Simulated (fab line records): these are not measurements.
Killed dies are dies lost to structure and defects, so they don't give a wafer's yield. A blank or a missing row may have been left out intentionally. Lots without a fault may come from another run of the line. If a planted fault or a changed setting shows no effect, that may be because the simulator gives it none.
What tool caused it? || flow nand harc || 14 lots, 42 wafers sampled, at 2 steps of a route of 1302

## WHAT THE GAUGES SHOWED, per wafer
NHARC_P_GATE_CD_MEAS_59: target cd 720 nm. Usual: 720.1 nm for cd nm, sd 2.4.
{"lot": "L669", "measured": "day 5 12:26", "on": "cd sem-03", "cd nm (nm)": "721.5 722.9 722.5", "flag": ""}
{"lot": "L671", "measured": "day 6 12:15", "on": "cd sem-02", "cd nm (nm)": "719.0 716.4 716.0", "flag": ""}
{"lot": "L672", "measured": "day 6 18:22", "on": "cd sem-02", "cd nm (nm)": "715.4 720.7 719.8", "flag": ""}
{"lot": "L675", "measured": "day 8 11:27", "on": "cd sem-02", "cd nm (nm)": "719.6 721.2 714.5", "flag": ""}
{"lot": "L677", "measured": "day 8 22:46", "on": "cd sem-03", "cd nm (nm)": "723.6 719.5 720.1", "flag": ""}
{"lot": "L678", "measured": "day 9 17:27", "on": "cd sem-01", "cd nm (nm)": "721.6 715.3 717.9", "flag": ""}
{"lot": "L684", "measured": "day 11 18:01", "on": "cd sem-02", "cd nm (nm)": "719.2 717.1 718.7", "flag": ""}
{"lot": "L685", "measured": "day 12 14:47", "on": "cd sem-01", "cd nm (nm)": "716.0 723.7 718.9", "flag": ""}
{"lot": "L686", "measured": "day 12 16:49", "on": "cd sem-01", "cd nm (nm)": "721.1 720.4 721.3", "flag": ""}
{"lot": "L687", "measured": "day 13 09:08", "on": "cd sem-03", "cd nm (nm)": "721.7 720.4 721.3", "flag": ""}
{"lot": "L688", "measured": "day 13 09:25", "on": "cd sem-01", "cd nm (nm)": "718.6 714.7 718.7", "flag": ""}
{"lot": "L689", "measured": "day 13 23:50", "on": "cd sem-02", "cd nm (nm)": "720.2 720.2 719.9", "flag": ""}
{"lot": "L691", "measured": "day 15 06:02", "on": "cd sem-01", "cd nm (nm)": "722.0 718.5 719.1", "flag": ""}
{"lot": "L692", "measured": "day 15 08:32", "on": "cd sem-02", "cd nm (nm)": "722.4 721.4 722.7", "flag": ""}

## WHICH TOOL RAN EACH LOT (tool, then ch and the chambers of the sampled wafers, then the start)
{"lot": "L669", "NHARC_P_GATE_DESCUM_48": "rie diel-08 ch 1,2,3, day 5 10:52"}
{"lot": "L671", "NHARC_P_GATE_DESCUM_48": "rie diel-07 ch 1,2, day 6 10:48"}
{"lot": "L672", "NHARC_P_GATE_DESCUM_48": "rie diel-10 ch 0,1, day 6 16:46"}
{"lot": "L675", "NHARC_P_GATE_DESCUM_48": "rie diel-07 ch 1,2, day 8 09:53"}
{"lot": "L677", "NHARC_P_GATE_DESCUM_48": "rie diel-07 ch 0,1, day 8 21:02"}
{"lot": "L678", "NHARC_P_GATE_DESCUM_48": "rie diel-10 ch 0,1,3, day 9 15:52"}
{"lot": "L684", "NHARC_P_GATE_DESCUM_48": "rie diel-10 ch 0,1,3, day 11 16:27"}
{"lot": "L685", "NHARC_P_GATE_DESCUM_48": "rie diel-10 ch 0,2, day 12 13:12"}
{"lot": "L686", "NHARC_P_GATE_DESCUM_48": "rie diel-10 ch 0,1,3, day 12 15:14"}
{"lot": "L687", "NHARC_P_GATE_DESCUM_48": "rie diel-10 ch 1,2, day 13 07:32"}
{"lot": "L688", "NHARC_P_GATE_DESCUM_48": "rie diel-08 ch 0,1,2, day 13 07:58"}
{"lot": "L689", "NHARC_P_GATE_DESCUM_48": "rie diel-10 ch 0,2,3, day 13 22:14"}
{"lot": "L691", "NHARC_P_GATE_DESCUM_48": "rie diel-07 ch 1,3, day 15 04:34"}
{"lot": "L692", "NHARC_P_GATE_DESCUM_48": "rie diel-07 ch 0,2,3, day 15 06:57"}
- NHARC_P_GATE_DESCUM_48: chemistry O2, time 3 s.

## AS READ BY THE TOOLS THEMSELVES (means over the sampled wafers that have a number; for cases with no such wafer, the mark the record gives instead)
NHARC_P_GATE_DESCUM_48. Usual: drypump motor current A 5.9 A, standard deviation 0.36; oes product au 1.002 a.u., standard deviation 0.011; rf vpp V 57.4 V, standard deviation 0.85; showerhead plenum p Torr 1.85 Torr, standard deviation 0.068; throttle valve pct 11.312 %, standard deviation 0.0093.
{"lot": "L669", "tool": "rie diel-08", "drypump motor current A (A)": 5.5, "oes product au (a.u.)": 1.009, "rf vpp V (V)": 57.3, "showerhead plenum p Torr (Torr)": 1.85, "throttle valve pct (%)": 11.318, "flag": ""}
{"lot": "L671", "tool": "rie diel-07", "drypump motor current A (A)": 5.7, "oes product au (a.u.)": 0.992, "rf vpp V (V)": 57.5, "showerhead plenum p Torr (Torr)": 1.90, "throttle valve pct (%)": 11.302, "flag": ""}
{"lot": "L672", "tool": "rie diel-10", "drypump motor current A (A)": 6.1, "oes product au (a.u.)": 1.016, "rf vpp V (V)": 57.0, "showerhead plenum p Torr (Torr)": 1.85, "throttle valve pct (%)": 11.316, "flag": ""}
{"lot": "L675", "tool": "rie diel-07", "drypump motor current A (A)": 5.9, "oes product au (a.u.)": 0.994, "rf vpp V (V)": 57.3, "showerhead plenum p Torr (Torr)": 1.90, "throttle valve pct (%)": 11.316, "flag": ""}
{"lot": "L677", "tool": "rie diel-07", "drypump motor current A (A)": 6.1, "oes product au (a.u.)": 0.991, "rf vpp V (V)": 58.2, "showerhead plenum p Torr (Torr)": 1.92, "throttle valve pct (%)": 11.305, "flag": ""}
{"lot": "L678", "tool": "rie diel-10", "drypump motor current A (A)": 6.2, "oes product au (a.u.)": 1.015, "rf vpp V (V)": 57.2, "showerhead plenum p Torr (Torr)": 1.82, "throttle valve pct (%)": 11.308, "flag": ""}
{"lot": "L684", "tool": "rie diel-10", "drypump motor current A (A)": 6.1, "oes product au (a.u.)": 0.994, "rf vpp V (V)": 58.5, "showerhead plenum p Torr (Torr)": 1.82, "throttle valve pct (%)": 11.313, "flag": ""}
{"lot": "L685", "tool": "rie diel-10", "drypump motor current A (A)": 5.9, "oes product au (a.u.)": 1.012, "rf vpp V (V)": 57.0, "showerhead plenum p Torr (Torr)": 1.81, "throttle valve pct (%)": 11.308, "flag": ""}
{"lot": "L686", "tool": "rie diel-10", "drypump motor current A (A)": 6.2, "oes product au (a.u.)": 0.992, "rf vpp V (V)": 58.0, "showerhead plenum p Torr (Torr)": 1.81, "throttle valve pct (%)": 11.306, "flag": ""}
{"lot": "L687", "tool": "rie diel-10", "drypump motor current A (A)": 6.3, "oes product au (a.u.)": 0.996, "rf vpp V (V)": 57.3, "showerhead plenum p Torr (Torr)": 1.78, "throttle valve pct (%)": 11.318, "flag": ""}
{"lot": "L688", "tool": "rie diel-08", "drypump motor current A (A)": 5.7, "oes product au (a.u.)": 1.015, "rf vpp V (V)": 56.9, "showerhead plenum p Torr (Torr)": 1.85, "throttle valve pct (%)": 11.312, "flag": ""}
{"lot": "L689", "tool": "rie diel-10", "drypump motor current A (A)": 6.0, "oes product au (a.u.)": 1.014, "rf vpp V (V)": 58.0, "showerhead plenum p Torr (Torr)": 1.82, "throttle valve pct (%)": 11.314, "flag": ""}
{"lot": "L691", "tool": "rie diel-07", "drypump motor current A (A)": 5.6, "oes product au (a.u.)": 1.008, "rf vpp V (V)": 57.2, "showerhead plenum p Torr (Torr)": 1.92, "throttle valve pct (%)": 11.315, "flag": ""}
{"lot": "L692", "tool": "rie diel-07", "drypump motor current A (A)": 5.7, "oes product au (a.u.)": 1.015, "rf vpp V (V)": 57.7, "showerhead plenum p Torr (Torr)": 1.93, "throttle valve pct (%)": 11.305, "flag": ""}

## THE ANSWER, worked out from the rows above alone
Rule: take the mean of a lot's wafers that have a number; if it is more than 3 standard deviations from the usual mean, the lot is off. Also off: a lot with no number at a reading for which 4 or more lots have one. All remaining lots with rows at the step are treated as sound. Order of review: gauges by route order, followed by the tools' own readings, for which a lot's mean as printed above is used. At the first step where some lot is off, the reading lying furthest off is the one used; lots without a number count as furthest.
No lot is off on any of the readings shown, so nothing can be concluded from this.

## WHAT HAD BEEN PUT IN BY THE SIMULATOR
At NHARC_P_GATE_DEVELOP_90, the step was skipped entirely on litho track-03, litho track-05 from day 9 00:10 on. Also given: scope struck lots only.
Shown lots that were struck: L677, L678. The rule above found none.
